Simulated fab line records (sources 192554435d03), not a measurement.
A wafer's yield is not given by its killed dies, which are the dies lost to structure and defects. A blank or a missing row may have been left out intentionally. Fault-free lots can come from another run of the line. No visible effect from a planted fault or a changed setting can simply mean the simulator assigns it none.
fab line records    flow n5_finfet
[record] lots = 6  wafers = 16  last_day = 17
route steps=1938 shown BEOL_M11@1563 PASSIVATION@1936
lots untouched by any fault: they come from a run of this same line in which no faults occurred
start_h: the number of hours between the record's first day and the start of the first shown wafer of the lot    wait_h: hours from the lot's prior step to this one    " as in the row above    L1.1+2: a row that stands for several wafers    - no value, or no start was given    * or withheld: withheld    < > ~ a bound
route shown NAME@n: NAME is a module with steps in the file, n the number in the route of the first one    usual: the fault-free wafers' mean and standard deviation    same: alike in all rows    chamber/n: place in a boat    sites: the reading at each site    _std_site: the standard deviation of these    _edge_site: outer sites' mean less inner sites'    radius_mm: for every site, how far away it sits from the centre of the wafer    mask NAME#n: copy n    behind: the last tool/chamber to shape the wafer    hold: what put the lot on hold/how long, in hours/how the hold closed    device: names the non-switching transistor (n, p or np)    end of line: the same wafers' tests at the end of the route    a step with no rows: only its recipe    killed: count of dies lost to structure and defects at first sort (not the wafer's yield)    map: a wafer's dies, x killed, . not, _ none there
set.NAME: setting as actually run; set.NAME@STEP: the setting as run at that earlier step    model.NAME: the simulator's own value behind a step, which no gauge read
certain route steps with their lots: each step a table, each wafer a row
services: the hour from which a tool's chamber was out of use, counted from the record's first day as start_h (under 0 if before that day), plus the number of hours and why
[[steps]]
[step N5_BEOL_M11_EBR_24]
[recipe] solvent = PGMEA  ebr_width_mm = 1.5
[step N5_BEOL_M11_SOFTBAKE_23]
[recipe] temp_c = 110  time_s = 60  resist = CAR-ArF
[step N5_BEOL_M11_EXPOSE_25]
[recipe] mask_id = V10  na = 1.35  source_shape = annular  sigma_inner = 0.5  sigma_outer = 0.8  polarization = unpolarized  dose_mj = 85.5
[step N5_BEOL_M11_PEB_26]
[recipe] peb_temp_c = withheld  peb_time_s = 60  resist = CAR-ArF
[step N5_BEOL_M11_DEVELOP_27]
[recipe] develop_time_s = 30  developer = TMAH  resist = CAR-ArF  rinse_liquid = diw  dry = air_spin  dev_temp_c = 23
[step N5_BEOL_M11_CD_MEAS_28]
[recipe] target_cd_nm = 70  landing_energy_ev = 500  detector = se_inlens  polarity = opening
[usual] cd_nm = 70.9/0.9
[same] landing_energy_ev = 500
lot.wafer  tool       chamber  start_h  wait_h  cd_nm
L601.4     cd_sem-01  0        264.55   -       70.0
L601.5     "          0        "        "       70.4
L601.6     "          0        "        "       71.0
L604.1     cd_sem-03  0        297.99   -       71.6
L604.2     "          0        "        "       70.2
L605.1     cd_sem-03  0        301.46   -       71.4
L605.2     "          0        "        "       70.4
L611.3     cd_sem-02  0        329.54   -       71.3
L611.4     "          0        "        "       71.4
L611.6     "          0        "        "       70.7
L617.2     cd_sem-01  0        354.95   -       70.9
L617.4     "          0        "        "       72.1
L617.5     "          0        "        "       71.9
L614.1     cd_sem-02  0        356.02   -       71.1
L614.3     "          0        "        "       72.4
L614.6     "          0        "        "       72.0
[step N5_BEOL_M11_OVL_MEAS_29]
[recipe] points_per_wafer = 44
[usual] V10_OVL = -0.2/0.74
lot.wafer  tool        chamber  start_h  wait_h  V10_OVL[nm]
L601.4     overlay-02  0        264.58   0.0     0.6
L601.5     "           0        "        "       0.1
L601.6     "           0        "        "       0.6
L604.1     overlay-01  0        298.02   0.0     -0.1
L604.2     "           0        "        "       0.1
L605.1     overlay-02  0        301.49   0.0     0.9
L605.2     "           0        "        "       -0.1
L611.3     overlay-02  0        329.57   0.0     0.6
L611.4     "           0        "        "       1.1
L611.6     "           0        "        "       1.1
L617.2     overlay-01  0        354.98   0.0     0.4
L617.4     "           0        "        "       -0.4
L617.5     "           0        "        "       -0.7
L614.1     overlay-01  0        356.05   0.0     -0.8
L614.3     "           0        "        "       -0.5
L614.6     "           0        "        "       -1.5
[step N5_BEOL_M11_INSPECT_30]
[recipe] mode = adi  inspect_instrument = brightfield
[usual] raw_defect_count = 393/98
lot.wafer  tool               chamber  start_h  wait_h  raw_defect_count
L601.4     defect_inspect-02  -        264.61   0.0     341
L601.5     "                  -        "        "       324
L601.6     "                  -        "        "       250
L604.1     defect_inspect-01  -        298.05   0.0     415
L604.2     "                  -        "        "       402
L605.1     defect_inspect-02  -        301.51   0.0     478
L605.2     "                  -        "        "       386
L611.3     defect_inspect-02  -        329.59   0.0     443
L611.4     "                  -        "        "       400
L611.6     "                  -        "        "       563
L617.2     defect_inspect-02  -        355.00   0.0     285
L617.4     "                  -        "        "       348
L617.5     "                  -        "        "       427
L614.1     defect_inspect-02  -        356.08   0.0     293
L614.3     "                  -        "        "       316
L614.6     "                  -        "        "       298
[step N5_BEOL_M11_DESCUM_33]
[recipe] chemistry = O2  time_s = 7.9  source_power_w = 50  bias_power_w = 20  pressure_mtorr = 20  rf_frequency_hz = 2.712e+07  temp_c = 40  resist = CAR-ArF  o2_flow_sccm = 225
[usual] drypump_motor_current_A = 5.7/0.4  oes_product_au = 0.79/0.078  rf_vpp_V = 243.4/1.3  showerhead_plenum_p_Torr = 2.10/0.056  throttle_valve_pct = 20.51/0.26
[same] time_s = 7.9
lot.wafer  tool         chamber  start_h  wait_h  drypump_motor_current_A  oes_product_au  rf_hours_counter_h  rf_vpp_V  showerhead_plenum_p_Torr  throttle_valve_pct
L601.4     rie_diel-05  1        264.64   0.0     5.8                      0.83            65                  241.3     2.01                      20.09
L601.5     "            2        "        "       6.0                      0.78            -                   243.0     2.11                      20.55
L601.6     "            3        "        "       5.9                      0.72            -                   244.9     2.14                      20.71
L604.1     rie_diel-05  1        298.08   0.0     5.8                      0.82            76                  240.9     2.01                      20.13
L604.2     "            2        "        "       5.9                      0.77            138                 243.5     2.10                      20.56
L605.1     rie_diel-05  2        301.55   0.0     5.9                      0.76            139                 242.8     2.10                      20.56
L605.2     "            3        "        "       5.8                      0.72            208                 245.7     2.14                      20.73
L611.3     rie_diel-04  1        329.77   0.2     6.4                      0.83            87                  243.7     2.10                      20.51
L611.4     "            0        "        "       5.4                      0.74            173                 242.4     2.01                      20.51
L611.6     "            3        "        "       5.4                      0.85            -                   244.4     2.14                      20.42
L617.2     rie_diel-02  3        355.04   0.0     5.7                      0.96            12                  242.4     2.05                      20.50
L617.4     "            2        "        "       6.0                      0.70            203                 241.5     2.07                      20.87
L617.5     "            1        "        "       6.3                      0.91            -                   244.6     2.23                      20.37
L614.1     rie_diel-04  3        356.30   0.2     5.4                      0.83            83                  244.7     2.13                      20.43
L614.3     "            0        "        "       5.3                      0.73            180                 241.5     2.01                      20.51
L614.6     "            1        "        "       6.5                      0.82            -                   243.8     2.10                      20.55
[step N5_BEOL_M11_ETCH_65]
[recipe] chemistry = CF4  target = SiARC  target_depth_a = 390  mask_material = CAR-ArF  time_s = 65  ion_energy_ev = 80  pressure_mtorr = 40  source_w = 545  bias_w = 36  Ar_flow_sccm = 100  cf4_flow_sccm = 100  ends = cleared
[usual] drypump_motor_current_A = 5.7/0.4  etch_rf_on_time_s = 64.6/1.5  oes_product_au = 0.68/0.064  rf_vpp_V = 184.3/1  showerhead_plenum_p_Torr = 2.15/0.052  throttle_valve_pct = 15.70/0.28
lot.wafer  tool         chamber  start_h  wait_h  drypump_motor_current_A  etch_rf_on_time_s  oes_product_au  rf_hours_counter_h  rf_vpp_V  showerhead_plenum_p_Torr  throttle_valve_pct
L601.4     rie_diel-05  1        264.67   0.0     5.8                      64.8               0.71            65                  183.9     2.10                      15.46
L601.5     "            2        "        "       5.9                      63.1               0.67            -                   184.2     2.15                      15.68
L601.6     "            3        "        "       5.9                      67.1               0.61            -                   185.7     2.22                      16.06
L604.1     rie_diel-05  1        298.12   0.0     5.8                      65.5               0.69            76                  184.0     2.10                      15.49
L604.2     "            2        "        "       6.0                      62.9               0.66            138                 183.6     2.15                      15.72
L605.1     rie_diel-05  2        301.58   0.0     5.9                      62.9               0.67            139                 183.9     2.15                      15.71
L605.2     "            3        "        "       5.8                      67.4               0.60            208                 184.9     2.22                      16.09
L611.3     rie_diel-04  1        329.81   0.0     6.4                      63.4               0.71            87                  184.4     2.16                      15.70
L611.4     "            0        "        "       5.4                      63.2               0.64            173                 182.7     2.05                      15.62
L611.6     "            3        "        "       5.4                      64.6               0.71            -                   185.1     2.16                      15.43
L617.2     rie_diel-02  3        355.07   0.0     5.7                      62.9               0.82            12                  184.9     2.08                      15.51
L617.4     "            2        "        "       6.0                      65.3               0.60            203                 183.9     2.14                      16.11
L617.5     "            1        "        "       6.3                      66.6               0.76            -                   185.0     2.25                      15.38
L614.1     rie_diel-04  3        356.33   0.0     5.4                      63.4               0.71            83                  183.7     2.16                      15.43
L614.3     "            0        "        "       5.4                      62.1               0.64            180                 183.4     2.05                      15.65
L614.6     "            1        "        "       6.4                      62.9               0.70            -                   186.0     2.15                      15.72
[step N5_BEOL_M11_ETCH_66]
[recipe] chemistry = N2/H2  target = SOC  target_depth_a = 1200  overetch_a = 240  mask_material = SiARC  temp_c = 40  time_s = 180  ion_energy_ev = 200  pressure_mtorr = 30  source_w = 840  bias_w = 150  n2_flow_sccm = 200  h2_flow_sccm = 200
[usual] drypump_motor_current_A = 5.7/0.4  oes_product_au = 0.64/0.058  rf_vpp_V = 524.2/2  run_length_s = 203.3/0.45  showerhead_plenum_p_Torr = 2.55/0.068  throttle_valve_pct = 18.0/0.32
[same] time_s = 180
lot.wafer  tool         chamber  start_h  wait_h  drypump_motor_current_A  oes_product_au  rf_hours_counter_h  rf_vpp_V  run_length_s  showerhead_plenum_p_Torr  throttle_valve_pct
L601.4     rie_diel-05  1        264.72   0.0     5.8                      0.67            65                  521.6     202.6         2.46                      17.5
L601.5     "            2        "        "       5.9                      0.62            -                   523.8     204.0         2.55                      17.9
L601.6     "            3        "        "       5.8                      0.58            -                   527.9     203.4         2.63                      18.3
L604.1     rie_diel-05  1        298.17   0.0     5.8                      0.66            76                  520.5     202.7         2.46                      17.5
L604.2     "            2        "        "       6.0                      0.62            138                 525.0     203.5         2.54                      17.9
L605.1     rie_diel-05  2        301.63   0.0     5.9                      0.62            139                 523.8     203.9         2.54                      17.9
L605.2     "            3        "        "       5.8                      0.59            208                 525.9     203.2         2.63                      18.4
L611.3     rie_diel-04  1        329.86   0.0     6.5                      0.66            87                  522.7     203.3         2.55                      17.8
L611.4     "            0        "        "       5.4                      0.59            173                 521.4     202.9         2.44                      18.1
L611.6     "            3        "        "       5.4                      0.66            -                   525.0     203.0         2.57                      17.7
L617.2     rie_diel-02  3        355.12   0.0     5.7                      0.76            12                  521.1     203.7         2.50                      18.0
L617.4     "            2        "        "       5.9                      0.57            203                 522.3     203.9         2.53                      18.4
L617.5     "            1        "        "       6.3                      0.74            -                   529.6     203.5         2.72                      17.8
L614.1     rie_diel-04  3        356.38   0.0     5.4                      0.66            83                  526.2     203.1         2.57                      17.7
L614.3     "            0        "        "       5.4                      0.59            180                 522.5     202.9         2.44                      18.1
L614.6     "            1        "        "       6.5                      0.65            -                   525.8     203.4         2.54                      17.8
[step N5_BEOL_M11_STRIP_69]
[recipe] chemistry = N2/H2  temp_c = 40  n2_flow_sccm = 200  h2_flow_sccm = 200  rf_frequency_hz = 6e+07
[step N5_BEOL_M11_VIA_ETCH_34]
[recipe] chemistry = C4F6/O2  target = SiCOH_lowk  target_depth_a = 1845  mask_material = SOC  taper_deg = 4  time_s = 69.2  ion_energy_ev = 250  pressure_mtorr = 30  source_w = 345  bias_w = 185  Ar_flow_sccm = 300  C4F6_flow_sccm = 10  O2_flow_sccm = 10
[usual] drypump_motor_current_A = 5.7/0.4  oes_product_au = 0.79/0.077  rf_vpp_V = 664/12  run_length_s = 92.5/0.44  showerhead_plenum_p_Torr = 2.86/0.071  throttle_valve_pct = 21.04/0.29
lot.wafer  tool         chamber  start_h  wait_h  drypump_motor_current_A  oes_product_au  rf_hours_counter_h  rf_vpp_V  run_length_s  showerhead_plenum_p_Torr  throttle_valve_pct  model.etch.depth_nm  model.SOC_of_BEOL_M11_COAT_63.thk_nm
L601.4     rie_diel-05  1        264.85   0.0     5.8                      0.82            65                  671       91.7          2.79                      20.83               183.2                92
L601.5     "            2        "        "       5.9                      0.77            -                   647       92.8          2.87                      21.06               184.7                91.8
L601.6     "            3        "        "       5.9                      0.72            -                   678       92.5          2.97                      21.46               179.4                92
L604.1     rie_diel-05  1        298.29   0.0     5.8                      0.82            76                  670       92.4          2.79                      20.86               183.3                91.6
L604.2     "            2        "        "       5.9                      0.77            138                 647       103.8         2.86                      21.06               214                  90.4
L605.1     rie_diel-05  2        301.75   0.0     5.9                      0.77            139                 647       92.8          2.86                      21.06               185.7                92.6
L605.2     "            3        "        "       5.9                      0.71            209                 678       103.5         2.96                      21.48               205.9                91.6
L611.3     rie_diel-04  1        329.98   0.0     6.5                      0.83            87                  665       92.5          2.86                      21.00               188.8                91
L611.4     "            0        "        "       5.4                      0.74            173                 649       92.4          2.73                      20.96               185.3                91.2
L611.6     "            3        "        "       5.4                      0.84            -                   669       92.4          2.87                      20.73               187.4                91.2
L617.2     rie_diel-02  3        355.25   0.0     5.8                      0.96            13                  676       93.0          2.76                      20.82               191.9                91.8
L617.4     "            2        "        "       5.9                      0.71            203                 675       93.3          2.83                      21.39               183.6                92.2
L617.5     "            1        "        "       6.3                      0.90            -                   659       92.4          3.00                      20.71               183.7                92.2
L614.1     rie_diel-04  3        356.50   0.0     5.4                      0.82            83                  669       92.7          2.87                      20.73               185                  91.6
L614.3     "            0        "        "       5.4                      0.75            180                 648       92.3          2.73                      20.97               187                  91.6
L614.6     "            1        "        "       6.5                      0.80            -                   663       92.8          2.85                      20.99               185.5                91.6
[step N5_BEOL_M11_STRIP_73]
[recipe] chemistry = C4F6/O2  resist = SiARC  rf_frequency_hz = 6e+07
[step N5_PASSIVATION_PROBE_49]
[usual] defect_limited_yield = 91.2/1.4  killed_at_M0_to_M3 = 32/10  killed_at_M4_up = 14/6.2  killed_at_contacts = 12/6.3  killed_at_front_end = 42/13  killed_at_other = 4/3.4  killed_dies = 104/17  killed_on_rim = 14/3.8  killed_open = 67/12  killed_short = 34/8.1  sort_bin_5_function = 5.2/0.93  sort_bin_6_memory = 3.2/0.65  sort_n_pass = 1075/16  sort_yield_pct = 91.1/1.4
[same] gross_dies = 1180  killed_at_back_side = 0  sort_bin_4_leakage[%] = 0  sort_bin_8_speed[%] = 0
lot.wafer  tool       chamber  start_h  wait_h  defect_limited_yield[%]  killed_at_M0_to_M3  killed_at_M4_up  killed_at_contacts  killed_at_front_end  killed_at_other  killed_dies  killed_on_rim  killed_open  killed_short  sort_bin_5_function[%]  sort_bin_6_memory[%]  sort_n_pass  sort_yield_pct[%]
L601.4     prober-01  -        306.08   0.2     93.7                     21                  17               5                   31                   0                74           13             49           24            3.3                     2.9                   1106         93.7
L601.5     prober-01  -        306.13   0.2     92.2                     29                  11               10                  40                   2                92           11             60           29            4.7                     2.8                   1088         92.2
L601.6     prober-01  -        306.18   0.3     93.1                     26                  7                11                  35                   2                81           10             52           23            4.0                     2.4                   1099         93.1
L604.1     prober-01  -        337.72   0.0     90.1                     21                  28               24                  42                   2                117          22             77           34            5.8                     3.6                   1063         90.1
L604.2     prober-01  -        337.77   0.1     90.9                     46                  22               6                   32                   1                107          12             75           29            5.3                     3.7                   1073         90.9
L605.1     prober-02  -        345.73   0.0     90.4                     31                  12               17                  52                   1                113          18             85           27            5.7                     3.6                   1067         90.4
L605.2     prober-02  -        345.78   0.1     91.8                     34                  15               16                  27                   5                97           21             71           26            5.0                     3.1                   1083         91.8
L611.3     prober-01  -        367.64   0.1     90.3                     35                  22               9                   47                   2                115          14             76           37            5.9                     3.1                   1065         90.3
L611.4     prober-01  -        367.69   0.2     89.0                     32                  11               19                  55                   13               130          16             81           48            5.7                     4.6                   1050         89.0
L611.6     prober-01  -        367.79   0.3     91.2                     27                  31               6                   39                   1                104          11             69           34            5.3                     3.2                   1076         91.2
L614.1     prober-01  -        400.35   0.0     91.4                     30                  15               8                   47                   2                102          12             44           51            4.1                     3.4                   1078         91.4
L614.3     prober-01  -        400.45   0.1     88.8                     29                  9                17                  65                   12               132          15             63           62            6.3                     3.6                   1048         88.8
L614.6     prober-01  -        400.60   0.3     91.2                     24                  10               12                  57                   1                104          13             67           33            4.8                     3.4                   1076         91.2
L617.2     prober-02  -        402.38   0.1     91.8                     28                  12               7                   42                   8                97           17             58           32            4.9                     2.6                   1083         91.8
L617.4     prober-02  -        402.48   0.2     93.6                     30                  11               2                   27                   5                75           16             47           22            3.6                     2.2                   1105         93.6
L617.5     prober-02  -        402.53   0.2     91.4                     32                  16               3                   37                   13               101          10             56           39            4.8                     2.8                   1079         91.4
// killed by level:class
L601.4 BEOL_M2:geometric_particle:open=12 FIN_SAQP:geometric_particle:open=8 FIN_SAQP:geometric_particle:short=5 GATE_CUT:geometric_particle:short=5 BEOL_M4:geometric_particle:open=5 BEOL_M5:geometric_particle:open=4 STI_FIN_REVEAL:geometric_particle:open=3 GATE_CUT:geometric_particle:open=3
L601.5 FIN_SAQP:geometric_particle:open=17 MOL_CONTACT_COAG:geometric_particle:open=8 BEOL_M1:geometric_particle:open=7 GATE_CUT:geometric_particle:short=6 BEOL_M3:geometric_particle:open=6 BEOL_M2:geometric_particle:short=5 FIN_SAQP:geometric_particle:short=4 STI_FIN_REVEAL:geometric_particle:open=4
L601.6 FIN_SAQP:geometric_particle:open=10 MOL_CONTACT_COAG:geometric_particle:open=10 BEOL_M2:geometric_particle:open=6 BEOL_M2:geometric_particle:short=5 BEOL_M0_SAQP:geometric_particle:open=4 BEOL_M0_SAQP:geometric_particle:short=4 BEOL_M1:geometric_particle:open=4 STARTING-WAFER:geometric_particle:short=4
L604.1 MOL_CONTACT_COAG:geometric_particle:open=18 BEOL_M4:geometric_particle:open=13 FIN_SAQP:geometric_particle:open=9 GATE_CUT:geometric_particle:short=9 MOL_CONTACT_COAG:geometric_particle:short=6 BEOL_M1:geometric_particle:open=6 STI_FIN_REVEAL:geometric_particle:open=5 BEOL_M2:geometric_particle:open=5
L604.2 BEOL_M0_SAQP:geometric_particle:short=11 BEOL_M0:geometric_particle:open=9 BEOL_M4:geometric_particle:open=9 DUMMY_GATE:geometric_particle:open=7 BEOL_M0_SAQP:geometric_particle:open=7 BEOL_M1:geometric_particle:open=7 BEOL_M3:geometric_particle:open=7 MOL_CONTACT_COAG:geometric_particle:open=5
L605.1 STI_FIN_REVEAL:geometric_particle:open=31 MOL_CONTACT_COAG:geometric_particle:open=14 BEOL_M0_SAQP:geometric_particle:open=10 FIN_SAQP:geometric_particle:open=5 STI_FIN_REVEAL:geometric_particle:short=5 BEOL_M2:geometric_particle:open=5 BEOL_M0_SAQP:geometric_particle:short=4 BEOL_M4:geometric_particle:open=4
L605.2 MOL_CONTACT_COAG:geometric_particle:open=11 BEOL_M3:geometric_particle:open=9 BEOL_M4:geometric_particle:open=9 FIN_SAQP:geometric_particle:open=6 BEOL_M2:geometric_particle:open=6 FIN_SAQP:geometric_particle:short=5 STI_FIN_REVEAL:geometric_particle:open=5 MOL_CONTACT_COAG:geometric_particle:short=5
L611.3 GATE_CUT:geometric_particle:short=8 BEOL_M0_SAQP:geometric_particle:short=8 FIN_SAQP:geometric_particle:open=7 MOL_CONTACT_COAG:geometric_particle:open=7 BEOL_M0_SAQP:geometric_particle:open=7 BEOL_M0:geometric_particle:open=6 STI_FIN_REVEAL:geometric_particle:open=5 SPACER0:geometric_particle:open=5
L611.4 MOL_CONTACT_COAG:geometric_particle:open=16 BEOL_M1:geometric_particle:open=11 DUMMY_GATE:geometric_particle:open=7 FIN_SAQP:geometric_particle:short=6 STI_FIN_REVEAL:geometric_particle:open=6 BEOL_M0_SAQP:geometric_particle:open=6 GATE_CUT:geometric_particle:open=5 FIN_SAQP:geometric_particle:open=4
L611.6 BEOL_M4:geometric_particle:open=15 BEOL_M0_SAQP:geometric_particle:open=9 BEOL_M0_SAQP:geometric_particle:short=9 BEOL_M4:geometric_particle:short=6 DUMMY_GATE:geometric_particle:open=6 MOL_CONTACT_COAG:geometric_particle:open=6 FIN_SAQP:geometric_particle:open=5 BEOL_M2:geometric_particle:open=5
L614.1 FIN_SAQP:geometric_particle:short=20 BEOL_M3:geometric_particle:open=9 BEOL_M4:geometric_particle:open=6 DUMMY_GATE:geometric_particle:open=5 GATE_CUT:geometric_particle:short=5 BEOL_M0_SAQP:geometric_particle:short=5 BEOL_M2:geometric_particle:open=5 MOL_CONTACT_COAG:geometric_particle:short=4
L614.3 FIN_SAQP:geometric_particle:short=21 MOL_CONTACT_COAG:geometric_particle:open=14 FIN_SAQP:geometric_particle:open=9 BEOL_M0_SAQP:geometric_particle:short=7 GATE_CUT:geometric_particle:short=6 HKMG_FIN:area_etch=6 GATE_CUT:geometric_particle:open=5 BEOL_M1:geometric_particle:open=5
L614.6 FIN_SAQP:geometric_particle:open=12 FIN_SAQP:geometric_particle:short=11 MOL_CONTACT_COAG:geometric_particle:open=11 STI_FIN_REVEAL:geometric_particle:open=7 DUMMY_GATE:geometric_particle:open=7 BEOL_M3:geometric_particle:open=7 BEOL_M1:geometric_particle:open=5 BEOL_M4:geometric_particle:open=5
L617.2 STI_FIN_REVEAL:geometric_particle:open=12 BEOL_M0_SAQP:geometric_particle:short=11 BEOL_M4:geometric_particle:open=8 DUMMY_GATE:geometric_particle:open=7 STI_FIN_REVEAL:geometric_particle:short=5 MOL_CONTACT_COAG:geometric_particle:open=5 HKMG_FIN:area_etch=5 BEOL_M0_SAQP:geometric_particle:open=4
L617.4 STI_FIN_REVEAL:geometric_particle:open=13 BEOL_M0_SAQP:geometric_particle:short=9 BEOL_M0_SAQP:geometric_particle:open=6 HKMG_FIN:area_etch=5 BEOL_M0:geometric_particle:open=4 BEOL_M3:geometric_particle:open=4 BEOL_M4:geometric_particle:open=4 DUMMY_GATE:geometric_particle:open=3
L617.5 BEOL_M0_SAQP:geometric_particle:short=10 BEOL_M4:geometric_particle:open=8 STI_FIN_REVEAL:geometric_particle:open=7 BEOL_M0:geometric_particle:open=7 BEOL_M0_SAQP:geometric_particle:open=6 GATE_CUT:geometric_particle:short=5 STARTING-WAFER:geometric_particle:open=5 FIN_SAQP:geometric_particle:short=4
[[services]]
tool         chamber  start_h  hours  kind
rie_diel-02  1        255.03   -      clean
rie_diel-02  1        255.03   -      consumable_replace:focus_ring
rie_diel-02  1        255.03   -      consumable_replace:showerhead
rie_diel-02  1        255.03   15.8   scheduled_down
rie_diel-02  1        255.03   15.8   vent_cycle
rie_diel-02  -        256.05   0.7    repair
rie_diel-02  0        260.26   18.6   repair
rie_diel-02  0        278.93   -      clean
rie_diel-02  0        278.93   -      consumable_replace:focus_ring
rie_diel-02  0        278.93   18.1   scheduled_down
rie_diel-02  0        278.93   18.1   vent_cycle
rie_diel-02  3        297.04   -      clean
rie_diel-02  3        297.04   -      consumable_replace:focus_ring
rie_diel-02  3        297.04   21.5   scheduled_down
rie_diel-02  3        297.04   21.5   vent_cycle
rie_diel-04  1        309.85   1.3    repair
[[key]]
[first_sign] step = N5_BEOL_M11_VIA_ETCH_34  reading = run_length_s  direction = up  sigmas = 25  usual = *  struck = *
effect none on later readings
[model_effect] step = N5_BEOL_M11_VIA_ETCH_34  value = etch.depth_nm  without = 181.2  struck = 210
met_at N5_BEOL_M11_VIA_ETCH_34
struck_wafers L604.2,L605.2
onset_between 264.85 298.29
[fault] kind = process_parameter_drift  tool = rie_diel-05  chamber = -  onset_h = 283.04  steps = N5_BEOL_M11_VIA_ETCH_34  channel = time_s  offset = *  shape = step  end_h = 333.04  scope = struck_wafers_only  acts_in = *  stated = *
